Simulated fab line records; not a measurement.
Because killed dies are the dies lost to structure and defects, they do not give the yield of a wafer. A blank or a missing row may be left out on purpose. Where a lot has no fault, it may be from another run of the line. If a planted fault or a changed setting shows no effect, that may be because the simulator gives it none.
A struck lot beside a sound one | flow nand-harc | 15 out of 1302 route steps
Sound: the wafers L970.1, L970.2, L970.3. The struck wafers were L974.2, L974.4, L974.5. Last of all comes the cause.
At each step with rows: each side's tool, then ch and its chambers, then its first start. Under that, the readings that differ: sound wafers | struck wafers | difference of the means | sigmas: that difference in standard deviations of wafers without a fault.
alike: same words and numbers on both sides, and readings whose means sit less than 2 such deviations apart. not compared: any withheld reading, any reading some wafer has no value for, any bound like >300 that may hide the same value, and any number with overlapping values for which the record gives no deviation.
Wherever a step has rows on one side only, a row that says differs or no value, or a row with sigmas, the two part there. Numbers that don't overlap but have no deviation are shown without sigmas and don't part them. A reading that every wafer of one side lacks parts them only if that side has two wafers or more.

first, 1 step without rows for these wafers: NHARC_A_CHANNEL_FILL_D1_ALD_02 (deposits SiO2, target thk 6 nm, pulse time 10 s, ald cycles 60).
NHARC_A_CHANNEL_FILL_D1_ALD_03: deposits SiNx, target thk 6 nm, pulse time 60 s, ald cycles 58.
  sound on ald-sin-batch-01 ch 0; struck on ald-sin-batch-02 ch 0
  alike: precursor-pulse-height-rel
NHARC_A_CHANNEL_FILL_D1_ALD_14: deposits SiO2, target thk 2.5 nm, pulse time 10 s, ald cycles 25.
  sound on ald-hk-02 ch 0,1,3, day 8 22:43; struck on ald-hk-04 ch 0,1,3, day 10 21:09
  alike: heater-power-w, precursor-pulse-height-rel
then, 4 steps without rows for these wafers: NHARC_A_CHANNEL_FILL_D1_ALD_15 (deposits SiNx, target thk 2 nm, pulse time 60 s, ald cycles 19); NHARC_A_CHANNEL_FILL_D1_ALD_16 (deposits SiO2, target thk 1.5 nm, pulse time 10 s, ald cycles 15); NHARC_A_CHANNEL_FILL_D1_ANNEAL_17 (time 1800 s); NHARC_A_CHANNEL_FILL_D1_CVD_18 (deposits poly-Si, target thk 3 nm).
NHARC_A_CHANNEL_FILL_D1_ETCHBACK_19: etches the open film in HBr/Cl2, target depth 5 nm, time 1.7 s.
  sound on rie-si-05 ch 0,2,3, day 9 16:37; struck on rie-si-01 ch 1, day 11 14:12
  reading               | sound             | struck            | difference | sigmas
  oes-product-au (a.u.) | 1.001 0.990 0.988 | 1.025 1.024 1.028 | +0.033     | +3
  alike: bias-w, chamber-pressure-mTorr, drypump-motor-current-A, he-backside-leak-sccm, throttle-valve-pct
  not compared: rf-hours-counter-h
NHARC_A_CHANNEL_FILL_D1_ETCHBACK_20: etches the open film in C4F8/O2/Ar, target depth 27 nm, time 13.5 s.
  sound on rie-diel-12 ch 0,2,3, day 9 16:44; struck on rie-diel-12 ch 0,2,3, day 11 14:23
  alike: bias-w, chamber-pressure-mTorr, oes-product-au, rf-vpp-V
  not compared: rf-hours-counter-h
NHARC_A_CHANNEL_FILL_D1_STRIP_28: strips in O2, time 20 s.
  sound on rie-diel-12 ch 0,1,2, day 9 16:49; struck on rie-diel-12 ch 1,2, day 11 14:28
  alike: chamber-pressure-mTorr, drypump-motor-current-A, oes-product-au, rf-vpp-V, showerhead-plenum-p-Torr, throttle-valve-pct
  not compared: rf-hours-counter-h
then, 2 steps without rows for these wafers: NHARC_A_CHANNEL_FILL_D1_PRECLEAN_21 (cleans in dHF, time 30 s); NHARC_A_CHANNEL_FILL_D1_SRD_23.
NHARC_A_CHANNEL_FILL_D1_CVD_05: deposits poly-Si, target thk 5 nm.
  sound on lpcvd-poly-04 ch 0, day 9 19:23; struck on lpcvd-poly-04, day 11 16:59
  no value came back on the struck wafers for spike-tc-bottom-C (C), spike-tc-centre-C (C), zone-power-upper-pct (%); on the sound wafers spike-tc-bottom-C (C) reads 575.4 574.3 574.5
then, 1 step without rows for these wafers: NHARC_A_CHANNEL_FILL_D1_ANNEAL_22 (time 7200 s).
-- the record jumps here: 14 days lie between the struck wafers' starts before and after (it left off in module A_CHANNEL_FILL_D1 and takes up again in module END, whose first step shown is number 1302 of the route) --
NHARC_END_SORT_01:
  the record has rows for the struck wafers here (prober-02 ch 0, day 25 13:11) and none for the sound ones

== WHERE THEY PART ==
Last at NHARC_END_SORT_01 as far as this record goes, first at NHARC_A_CHANNEL_FILL_D1_ETCHBACK_19.

WHY: whatever the simulator had introduced
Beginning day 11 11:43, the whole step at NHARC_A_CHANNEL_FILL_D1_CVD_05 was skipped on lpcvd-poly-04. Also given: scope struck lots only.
